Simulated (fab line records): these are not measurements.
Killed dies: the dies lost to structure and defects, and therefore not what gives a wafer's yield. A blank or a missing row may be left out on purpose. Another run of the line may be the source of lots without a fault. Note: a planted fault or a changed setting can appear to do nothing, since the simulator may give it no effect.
fab line records	flow n5_finfet	part 1 of 2: steps 1 to 16 of 24
[record] lots = 5	wafers = 15	last_day = 18
route steps=1938 shown MOL_CONTACT_COAG@523
lots that met no fault: from a run of the same line without faults
start_h: the number of hours between the record's first day and the start of the first shown wafer of the lot	wait_h: time in hours since the lot's previous step	" unchanged from the row above	L1.1+2: a single row standing in for several wafers	- no value, or no start given	* or withheld: withheld	< > ~ a bound
route shown NAME@n: names a module that has steps shown in the file, with the first one's number in the route	usual: the fault-free wafers' mean and standard deviation	same: alike in all rows	chamber/n: place in a boat	sites: per-site readings	_std_site: the standard deviation of these	_edge_site: the outer-site mean with the inner-site mean subtracted	radius_mm: how far each site lies from the wafer's centre	mask NAME#n: copy n	behind: tool/chamber where the wafer was last shaped	hold: cause of the lot's hold/its duration in hours/its outcome	device: the n, p or np transistor that did not switch	end of line: the route-end tests of the same wafers	step lacking rows: just its recipe	killed: at the first sort, the dies lost to defects and structure; wafer yield is something else	map: a wafer's dies, x killed, . not, _ none there
set.NAME: setting as actually run; set.NAME@STEP: the setting as run at that earlier step	model.NAME: the simulator's own value behind a step, which no gauge read
a table for each step, a row for each wafer; lots at some steps of the route
services: when a tool's chamber went out of use (start_h, in hours from the record's first day, below 0 if earlier), for how many hours, and the reason
[[steps]]
[step N5_MOL_CONTACT_COAG_EXPOSE_05]
[recipe] mask_id = CA	na = 0.33	source_shape = annular	sigma_inner = 0.4	sigma_outer = 0.8	polarization = unpolarized	defocus_nm = 0	dose_mj = 38.25
[usual] exposure_dose_mJ_cm2 = 38.22/0.04
lot.wafer	tool	chamber	start_h	wait_h	mask	exposure_dose_mJ_cm2
L076.3	euv_scanner-02	0	100.67	-	CA#0	38.23
L076.4	"	0	"	"	CA#0	38.22
L076.5	"	0	"	"	CA#0	38.24
L079.2	euv_scanner-02	0	118.03	-	CA#0	38.19
L079.4	"	0	"	"	CA#0	38.33
L079.5	"	0	"	"	CA#0	38.18
L082.3	euv_scanner-01	0	138.64	-	CA#0	38.18
L082.4	"	0	"	"	CA#0	38.24
L082.5	"	0	"	"	CA#0	38.24
L086.2	euv_scanner-02	0	162.89	-	CA#0	38.23
L086.4	"	0	"	"	CA#0	38.25
L086.6	"	0	"	"	CA#0	38.28
L094.3	euv_scanner-02	0	205.08	-	CA#0	38.14
L094.4	"	0	"	"	CA#0	38.22
L094.6	"	0	"	"	CA#0	38.18
[step N5_MOL_CONTACT_COAG_PEB_06]
[recipe] peb_temp_c = 100	peb_time_s = 60	resist = CAR-EUV
[usual] plate_temp_C = 100.01/0.12
lot.wafer	tool	chamber	start_h	wait_h	plate_temp_C
L076.3	litho_track-04	0	100.72	0.0	100.19
L076.4	"	0	"	"	100.17
L076.5	"	0	"	"	100.11
L079.2	litho_track-01	0	118.09	0.0	100.03
L079.4	"	0	"	"	100.04
L079.5	"	0	"	"	100.00
L082.3	litho_track-02	0	138.69	0.0	100.09
L082.4	"	0	"	"	100.01
L082.5	"	0	"	"	100.16
L086.2	litho_track-04	0	162.95	0.0	99.99
L086.4	"	0	"	"	99.92
L086.6	"	0	"	"	99.95
L094.3	litho_track-02	0	205.13	0.0	100.01
L094.4	"	0	"	"	99.98
L094.6	"	0	"	"	100.04
[step N5_MOL_CONTACT_COAG_DEVELOP_07]
[recipe] develop_time_s = 30	developer = TMAH	resist = CAR-EUV	rinse_liquid = surfactant_rinse	dry = air_spin	dev_temp_c = 23
lot.wafer	tool	chamber	start_h	wait_h
L076.3+4+5	litho_track-04	0	-	-
L079.2+4+5	litho_track-01	0	-	-
L082.3+4+5	litho_track-02	0	-	-
L086.2+4+6	litho_track-04	0	-	-
L094.3+4+6	litho_track-02	0	-	-
[step N5_MOL_CONTACT_COAG_CD_MEAS_08]
[recipe] target_cd_nm = 28	landing_energy_ev = 500	detector = se_inlens	polarity = opening
[usual] cd_nm = 27.91/0.25
lot.wafer	tool	chamber	start_h	wait_h	cd_nm
L076.3	cd_sem-03	0	100.79	-	27.73
L076.4	"	0	"	"	28.08
L076.5	"	0	"	"	28.50
L079.2	cd_sem-03	0	118.15	-	27.72
L079.4	"	0	"	"	27.49
L079.5	"	0	"	"	27.94
L082.3	cd_sem-03	0	138.76	-	27.93
L082.4	"	0	"	"	28.23
L082.5	"	0	"	"	28.10
L086.2	cd_sem-03	0	163.02	-	27.76
L086.4	"	0	"	"	27.52
L086.6	"	0	"	"	27.88
L094.3	cd_sem-01	0	205.20	-	28.05
L094.4	"	0	"	"	27.85
L094.6	"	0	"	"	27.59
[step N5_MOL_CONTACT_COAG_OVL_MEAS_09]
[recipe] points_per_wafer = 522
[usual] CA_OVL = -0.4/0.62
lot.wafer	tool	chamber	start_h	wait_h	CA_OVL[nm]
L076.3	overlay-01	0	100.83	0.0	-0.4
L076.4	"	0	"	"	-0.6
L076.5	"	0	"	"	-0.4
L079.2	overlay-01	0	118.19	0.0	0.8
L079.4	"	0	"	"	0.6
L079.5	"	0	"	"	-0.1
L082.3	overlay-01	0	138.80	0.0	0.0
L082.4	"	0	"	"	1.0
L082.5	"	0	"	"	-0.8
L086.2	overlay-02	0	163.05	0.0	-0.2
L086.4	"	0	"	"	-0.2
L086.6	"	0	"	"	1.1
L094.3	overlay-02	0	205.24	0.0	-0.2
L094.4	"	0	"	"	-0.5
L094.6	"	0	"	"	-0.3
[step N5_MOL_CONTACT_COAG_INSPECT_10]
[recipe] mode = adi	inspect_instrument = brightfield
[usual] raw_defect_count = 74/30
lot.wafer	tool	chamber	start_h	wait_h	raw_defect_count
L076.3	defect_inspect-02	-	100.88	0.0	43
L076.4	"	-	"	"	57
L076.5	"	-	"	"	24
L079.2	defect_inspect-02	-	118.24	0.0	77
L079.4	"	-	"	"	73
L079.5	"	-	"	"	63
L082.3	defect_inspect-01	-	138.85	0.0	85
L082.4	"	-	"	"	57
L082.5	"	-	"	"	42
L086.2	defect_inspect-01	-	163.10	0.0	52
L086.4	"	-	"	"	62
L086.6	"	-	"	"	42
L094.3	defect_inspect-01	-	205.29	0.0	33
L094.4	"	-	"	"	60
L094.6	"	-	"	"	55
[step N5_MOL_CONTACT_COAG_DESCUM_13]
[recipe] chemistry = O2	time_s = 7	source_power_w = 50	bias_power_w = 20	pressure_mtorr = 20	rf_frequency_hz = 2.712e+07	temp_c = 40	resist = CAR-EUV	o2_flow_sccm = 225
[usual] chamber_pressure_mTorr = 19.999/0.016	drypump_motor_current_A = 5.6/0.48	oes_product_au = 0.79/0.1	rf_vpp_V = 243.6/1.3	showerhead_plenum_p_Torr = 2.12/0.053	throttle_valve_pct = 20.47/0.22
lot.wafer	tool	chamber	start_h	wait_h	chamber_pressure_mTorr	drypump_motor_current_A	oes_product_au	rf_hours_counter_h	rf_vpp_V	showerhead_plenum_p_Torr	throttle_valve_pct
L076.3	rie_diel-02	3	100.91	0.0	20.000	6.3	0.68	247	240.9	1.97	20.69
L076.4	"	0	"	"	20.009	5.2	0.70	-	245.5	2.17	20.77
L076.5	"	1	"	"	20.017	5.0	0.72	-	241.3	2.08	20.49
L079.2	rie_diel-02	1	118.28	0.0	20.000	5.0	0.71	206	242.3	2.08	20.50
L079.4	"	2	"	"	20.017	5.8	0.90	-	243.0	2.14	20.33
L079.5	"	1	"	"	20.000	5.0	0.71	-	244.6	2.08	20.50
L082.3	rie_diel-02	2	139.17	0.3	19.961	5.8	0.89	32	244.7	2.14	20.35
L082.4	"	0	"	"	20.011	5.2	0.70	218	245.0	2.16	20.79
L082.5	"	1	"	"	20.009	5.0	0.71	-	242.8	2.07	20.50
L086.2	rie_diel-02	3	163.34	0.2	19.975	6.3	0.96	8	244.8	2.23	20.26
L086.4	"	1	"	"	20.012	4.9	0.69	220	244.9	2.07	20.52
L086.6	"	2	"	"	20.008	5.8	0.87	-	245.1	2.13	20.37
L094.3	rie_diel-02	1	205.32	0.0	19.993	5.0	0.69	232	242.3	2.07	20.54
L094.4	"	3	"	"	20.009	6.3	0.93	22	246.0	2.22	20.27
L094.6	"	0	"	"	20.002	5.2	0.69	-	244.3	2.15	20.83
[step N5_MOL_CONTACT_COAG_ETCH_59]
[recipe] chemistry = N2/H2	target = underlayer	target_depth_a = 130	mask_material = CAR-EUV	time_s = 10.4	ion_energy_ev = 200	pressure_mtorr = 30	source_w = 840	bias_w = 150	n2_flow_sccm = 200	h2_flow_sccm = 200	ends = cleared
[usual] chamber_pressure_mTorr = 29.999/0.027	drypump_motor_current_A = 5.7/0.48	etch_rf_on_time_s = 10.43/0.21	oes_product_au = 0.67/0.083	rf_vpp_V = 524.8/2	showerhead_plenum_p_Torr = 2.57/0.065	throttle_valve_pct = 17.85/0.19
lot.wafer	tool	chamber	start_h	wait_h	chamber_pressure_mTorr	drypump_motor_current_A	etch_rf_on_time_s	oes_product_au	rf_hours_counter_h	rf_vpp_V	showerhead_plenum_p_Torr	throttle_valve_pct
L076.3	rie_diel-02	3	100.95	0.0	29.992	6.4	10.54	0.59	247	520.5	2.38	17.90
L076.4	"	0	"	"	30.029	5.2	10.30	0.61	-	526.5	2.62	18.11
L076.5	"	1	"	"	30.006	5.0	10.60	0.60	-	524.2	2.51	17.86
L079.2	rie_diel-02	1	118.31	0.0	30.008	5.0	10.65	0.60	206	523.5	2.51	17.87
L079.4	"	2	"	"	29.974	5.8	10.52	0.75	-	525.6	2.59	17.74
L079.5	"	1	"	"	30.024	5.0	10.72	0.59	-	522.7	2.51	17.87
L082.3	rie_diel-02	2	139.20	0.0	29.952	5.8	10.55	0.74	32	525.2	2.58	17.76
L082.4	"	0	"	"	29.961	5.2	10.38	0.61	218	525.9	2.61	18.13
L082.5	"	1	"	"	30.008	5.0	10.76	0.59	-	522.4	2.51	17.88
L086.2	rie_diel-02	3	163.38	0.0	30.005	6.4	10.23	0.82	8	527.1	2.69	17.45
L086.4	"	1	"	"	30.003	5.0	10.73	0.59	220	522.4	2.50	17.90
L086.6	"	2	"	"	29.991	5.8	10.53	0.72	-	525.3	2.58	17.80
L094.3	rie_diel-02	1	205.36	0.0	29.991	5.0	10.77	0.58	232	523.9	2.50	17.91
L094.4	"	3	"	"	29.998	6.4	10.25	0.78	22	528.2	2.68	17.47
L094.6	"	0	"	"	29.982	5.2	10.29	0.60	-	525.6	2.60	18.14
[step N5_MOL_CONTACT_COAG_ETCH_105]
[recipe] chemistry = CF4	target = SiARC	target_depth_a = 156	mask_material = CAR-EUV	time_s = 26	ion_energy_ev = 80	pressure_mtorr = 40	source_w = 545	bias_w = 36	Ar_flow_sccm = 100	cf4_flow_sccm = 100	ends = cleared
[usual] chamber_pressure_mTorr = 40.00/0.037	drypump_motor_current_A = 5.6/0.48	etch_rf_on_time_s = 25.9/0.59	oes_product_au = 0.67/0.085	rf_vpp_V = 184.5/1	showerhead_plenum_p_Torr = 2.16/0.053	throttle_valve_pct = 15.65/0.2
lot.wafer	tool	chamber	start_h	wait_h	chamber_pressure_mTorr	drypump_motor_current_A	etch_rf_on_time_s	oes_product_au	rf_hours_counter_h	rf_vpp_V	showerhead_plenum_p_Torr	throttle_valve_pct
L076.3	rie_diel-02	3	100.96	0.0	40.01	6.3	26.4	0.59	247	182.7	2.02	15.94
L076.4	"	0	"	"	39.98	5.2	26.0	0.61	-	185.2	2.21	15.92
L076.5	"	1	"	"	39.98	5.0	26.5	0.60	-	184.0	2.12	15.64
L079.2	rie_diel-02	1	118.33	0.0	40.00	4.9	26.7	0.59	206	183.2	2.12	15.66
L079.4	"	2	"	"	40.00	5.8	25.8	0.77	-	185.5	2.18	15.46
L079.5	"	1	"	"	39.99	4.9	27.0	0.60	-	184.3	2.12	15.65
L082.3	rie_diel-02	2	139.22	0.0	40.04	5.8	25.5	0.75	32	184.5	2.18	15.48
L082.4	"	0	"	"	40.01	5.1	26.0	0.60	218	184.7	2.20	15.97
L082.5	"	1	"	"	40.01	5.0	26.8	0.59	-	182.4	2.11	15.68
L086.2	rie_diel-02	3	163.40	0.0	39.96	6.4	25.1	0.81	8	183.5	2.27	15.43
L086.4	"	1	"	"	39.94	5.0	26.5	0.59	220	183.3	2.11	15.68
L086.6	"	2	"	"	39.95	5.8	25.6	0.74	-	184.6	2.18	15.50
L094.3	rie_diel-02	1	205.38	0.0	39.96	5.0	26.9	0.58	232	182.7	2.11	15.69
L094.4	"	3	"	"	39.98	6.3	25.5	0.78	22	185.7	2.26	15.47
L094.6	"	0	"	"	40.03	5.2	26.1	0.60	-	184.6	2.20	15.98
[step N5_MOL_CONTACT_COAG_ETCH_106]
[recipe] chemistry = N2/H2	target = SOC	target_depth_a = 800	overetch_a = 160	mask_material = SiARC	temp_c = 40	time_s = 120	ion_energy_ev = 200	pressure_mtorr = 30	source_w = 840	bias_w = 150	n2_flow_sccm = 200	h2_flow_sccm = 200
[usual] chamber_pressure_mTorr = 29.998/0.027	drypump_motor_current_A = 5.7/0.48	oes_product_au = 0.70/0.081	rf_vpp_V = 524.8/2.1	showerhead_plenum_p_Torr = 2.57/0.065	throttle_valve_pct = 17.82/0.19
lot.wafer	tool	chamber	start_h	wait_h	chamber_pressure_mTorr	drypump_motor_current_A	oes_product_au	rf_hours_counter_h	rf_vpp_V	showerhead_plenum_p_Torr	throttle_valve_pct
L076.3	rie_diel-02	3	100.99	0.0	29.977	6.4	0.61	247	519.6	2.38	17.90
L076.4	"	0	"	"	30.013	5.2	0.64	-	525.0	2.61	18.08
L076.5	"	1	"	"	30.008	5.0	0.64	-	522.7	2.51	17.83
L079.2	rie_diel-02	1	118.36	0.0	29.982	5.0	0.63	206	522.1	2.51	17.84
L079.4	"	2	"	"	29.951	5.8	0.80	-	526.0	2.59	17.72
L079.5	"	1	"	"	30.053	5.0	0.63	-	524.1	2.51	17.84
L082.3	rie_diel-02	2	139.25	0.0	30.000	5.8	0.77	32	525.6	2.58	17.73
L082.4	"	0	"	"	29.980	5.2	0.63	218	527.1	2.61	18.10
L082.5	"	1	"	"	30.019	5.0	0.63	-	522.4	2.50	17.88
L086.2	rie_diel-02	3	163.42	0.0	29.975	6.3	0.84	8	529.5	2.69	17.40
L086.4	"	1	"	"	29.963	4.9	0.62	220	522.8	2.50	17.87
L086.6	"	2	"	"	29.956	5.8	0.77	-	525.4	2.58	17.75
L094.3	rie_diel-02	1	205.40	0.0	30.009	5.0	0.63	232	523.1	2.50	17.88
L094.4	"	3	"	"	29.968	6.4	0.80	22	527.7	2.68	17.44
L094.6	"	0	"	"	29.988	5.2	0.63	-	526.0	2.60	18.13
[step N5_MOL_CONTACT_COAG_STRIP_107]
[recipe] chemistry = N2/H2	temp_c = 40	n2_flow_sccm = 200	h2_flow_sccm = 200	rf_frequency_hz = 6e+07
lot.wafer	tool	chamber	start_h	wait_h
L076.3+4+5	rie_diel-02	3,0,1	101.07	0.0
L079.2+4+5	rie_diel-02	1,2,1	118.44	0.0
L082.3+4+5	rie_diel-02	2,0,1	139.33	0.0
L086.2+4+6	rie_diel-02	3,1,2	163.50	0.0
L094.3+4+6	rie_diel-02	1,3,0	205.48	0.0
[step N5_MOL_CONTACT_COAG_STRIP_108]
[recipe] chemistry = N2/H2	temp_c = 40	n2_flow_sccm = 200	h2_flow_sccm = 200	rf_frequency_hz = 6e+07
lot.wafer	tool	chamber	start_h	wait_h
L076.3+4+5	rie_diel-02	3,0,1	101.08	0.0
L079.2+4+5	rie_diel-02	1,2,1	118.45	0.0
L082.3+4+5	rie_diel-02	2,0,1	139.34	0.0
L086.2+4+6	rie_diel-02	3,1,2	163.51	0.0
L094.3+4+6	rie_diel-02	1,3,0	205.49	0.0
[step N5_MOL_CONTACT_COAG_CONTACT_ETCH_14]
[recipe] chemistry = C4F6/O2	target = SiO2	target_depth_a = 275	overetch_a = 85	mask_material = SOC	pressure_mtorr = 30	source_w = 370	bias_w = 185	Ar_flow_sccm = 300	C4F6_flow_sccm = 16	O2_flow_sccm = 10	time_s = 20	ion_energy_ev = 259.6
[usual] chamber_pressure_mTorr = 29.999/0.027	drypump_motor_current_A = 5.6/0.48	oes_f_703_au = 0.78/0.098	oes_product_au = 0.67/0.078	rf_vpp_V = 693.8/2.5	showerhead_plenum_p_Torr = 2.91/0.065	throttle_valve_pct = 21.28/0.18
lot.wafer	tool	chamber	start_h	wait_h	chamber_pressure_mTorr	drypump_motor_current_A	oes_f_703_au	oes_product_au	rf_hours_counter_h	rf_vpp_V	showerhead_plenum_p_Torr	throttle_valve_pct
L076.3	rie_diel-02	3	101.09	0.0	29.968	6.3	0.69	0.59	247	687.2	2.70	21.40
L076.4	"	0	"	"	30.003	5.2	0.74	0.61	-	694.5	2.96	21.50
L076.5	"	1	"	"	30.030	5.0	0.69	0.61	-	691.5	2.87	21.36
L079.2	rie_diel-02	1	118.46	0.0	29.987	5.0	0.69	0.60	206	691.1	2.87	21.38
L079.4	"	2	"	"	29.986	5.8	0.88	0.76	-	694.9	2.92	21.13
L079.5	"	1	"	"	29.967	5.0	0.69	0.61	-	691.1	2.87	21.38
L082.3	rie_diel-02	2	139.35	0.0	30.068	5.8	0.87	0.74	32	695.8	2.92	21.15
L082.4	"	0	"	"	30.033	5.2	0.73	0.60	218	695.2	2.95	21.53
L082.5	"	1	"	"	29.999	5.0	0.68	0.60	-	691.6	2.86	21.39
L086.2	rie_diel-02	3	163.52	0.0	30.014	6.3	0.95	0.80	8	699.4	3.03	21.00
L086.4	"	1	"	"	29.974	5.0	0.68	0.60	221	692.9	2.86	21.42
L086.6	"	2	"	"	30.023	5.8	0.86	0.73	-	695.1	2.92	21.17
L094.3	rie_diel-02	1	205.50	0.0	30.016	5.0	0.67	0.59	232	691.8	2.86	21.43
L094.4	"	3	"	"	29.976	6.4	0.90	0.76	22	698.2	3.03	21.02
L094.6	"	0	"	"	30.016	5.2	0.72	0.60	-	695.3	2.94	21.55
[step N5_MOL_CONTACT_COAG_STRIP_109]
[recipe] chemistry = C4F6/O2	resist = SiARC	rf_frequency_hz = 6e+07
lot.wafer	tool	chamber	start_h	wait_h
L076.3+4+5	rie_diel-02	3,0,1	101.12	0.0
L079.2+4+5	rie_diel-02	1,2,1	118.48	0.0
L082.3+4+5	rie_diel-02	2,0,1	139.38	0.0
L086.2+4+6	rie_diel-02	3,1,2	163.55	0.0
L094.3+4+6	rie_diel-02	1,3,0	205.53	0.0
[step N5_MOL_CONTACT_COAG_ETCH_15]
[recipe] chemistry = CH3F/O2	target = SiNx	target_depth_a = 70	mask_material = SOC	stop_on = Si:P	over_etch_frac = 0.75	ion_energy_ev = 120	pressure_mtorr = 30	source_w = 395	bias_w = 73	Ar_flow_sccm = 150	CH3F_flow_sccm = 30	O2_flow_sccm = 20
[usual] chamber_pressure_mTorr = 30.00/0.035	drypump_motor_current_A = 5.6/0.48	oes_f_703_au = 0.78/0.096	oes_product_au = 0.57/0.067	rf_vpp_V = 295/4.5	showerhead_plenum_p_Torr = 2.02/0.048	throttle_valve_pct = 16.35/0.2
lot.wafer	tool	chamber	start_h	wait_h	chamber_pressure_mTorr	drypump_motor_current_A	oes_f_703_au	oes_product_au	rf_hours_counter_h	rf_vpp_V	showerhead_plenum_p_Torr	throttle_valve_pct
L076.3	rie_diel-02	3	101.13	0.0	29.93	6.4	0.68	0.50	247	292	1.87	16.57
L076.4	"	0	"	"	29.98	5.2	0.73	0.53	-	293	2.06	16.60
L076.5	"	1	"	"	30.02	5.0	0.70	0.53	-	294	1.99	16.41
L079.2	rie_diel-02	1	118.49	0.0	30.02	5.0	0.70	0.52	206	295	1.99	16.44
L079.4	"	2	"	"	30.01	5.8	0.90	0.66	-	290	2.03	16.15
L079.5	"	1	"	"	29.93	5.0	0.70	0.52	-	294	1.99	16.41
L082.3	rie_diel-02	2	139.39	0.0	30.03	5.8	0.88	0.64	32	290	2.03	16.18
L082.4	"	0	"	"	30.03	5.2	0.72	0.52	218	293	2.05	16.63
L082.5	"	1	"	"	30.00	4.9	0.70	0.51	-	295	1.98	16.44
L086.2	rie_diel-02	3	163.56	0.0	30.03	6.4	0.92	0.68	8	299	2.11	16.08
L086.4	"	1	"	"	30.04	5.0	0.69	0.51	221	294	1.98	16.46
L086.6	"	2	"	"	30.03	5.8	0.86	0.63	-	289	2.03	16.19
L094.3	rie_diel-02	1	205.54	0.0	30.04	5.0	0.68	0.51	232	295	1.98	16.46
L094.4	"	3	"	"	29.96	6.4	0.90	0.66	22	300	2.11	16.10
L094.6	"	0	"	"	29.99	5.2	0.71	0.51	-	292	2.05	16.67
[step N5_MOL_CONTACT_COAG_ETCH_110]
[recipe] chemistry = CF4/O2	target = Si	target_depth_a = 25	time_s = 8	pressure_mtorr = 100	source_w = 200	bias_w = 12	ion_energy_ev = 60	Ar_flow_sccm = 100	cf4_flow_sccm = 100	O2_flow_sccm = 10
[usual] chamber_pressure_mTorr = 99.99/0.09	drypump_motor_current_A = 5.6/0.48	oes_f_703_au = 0.78/0.097	oes_product_au = 0.78/0.1	rf_vpp_V = 126.5/2.4	showerhead_plenum_p_Torr = 2.25/0.054	throttle_valve_pct = 10.79/0.27
lot.wafer	tool	chamber	start_h	wait_h	chamber_pressure_mTorr	drypump_motor_current_A	oes_f_703_au	oes_product_au	rf_hours_counter_h	rf_vpp_V	showerhead_plenum_p_Torr	throttle_valve_pct
L076.3	rie_diel-02	3	101.19	0.0	100.13	6.3	0.68	0.68	247	126.1	2.10	11.18
L076.4	"	0	"	"	100.01	5.2	0.73	0.72	-	127.2	2.29	11.08
L076.5	"	1	"	"	99.83	5.0	0.70	0.71	-	126.7	2.20	10.87
L079.2	rie_diel-02	1	118.55	0.0	100.10	4.9	0.70	0.70	206	126.6	2.20	10.89
L079.4	"	2	"	"	100.08	5.8	0.90	0.89	-	123.1	2.27	10.49
L079.5	"	1	"	"	100.07	5.0	0.70	0.70	-	125.9	2.20	10.89
L082.3	rie_diel-02	2	139.45	0.0	100.04	5.8	0.88	0.87	32	123.0	2.26	10.51
L082.4	"	0	"	"	100.05	5.2	0.72	0.70	218	125.2	2.29	11.14
L082.5	"	1	"	"	99.76	5.0	0.69	0.68	-	125.8	2.20	10.92
L086.2	rie_diel-02	3	163.62	0.0	100.00	6.3	0.93	0.96	8	127.8	2.36	10.47
L086.4	"	1	"	"	99.97	4.9	0.69	0.68	221	127.4	2.20	10.93
L086.6	"	2	"	"	99.96	5.8	0.87	0.86	-	123.5	2.26	10.55
L094.3	rie_diel-02	1	205.60	0.0	99.95	5.0	0.68	0.68	232	126.6	2.19	10.96
L094.4	"	3	"	"	100.14	6.3	0.89	0.91	22	128.7	2.35	10.50
L094.6	"	0	"	"	99.94	5.2	0.71	0.70	-	123.4	2.28	11.19
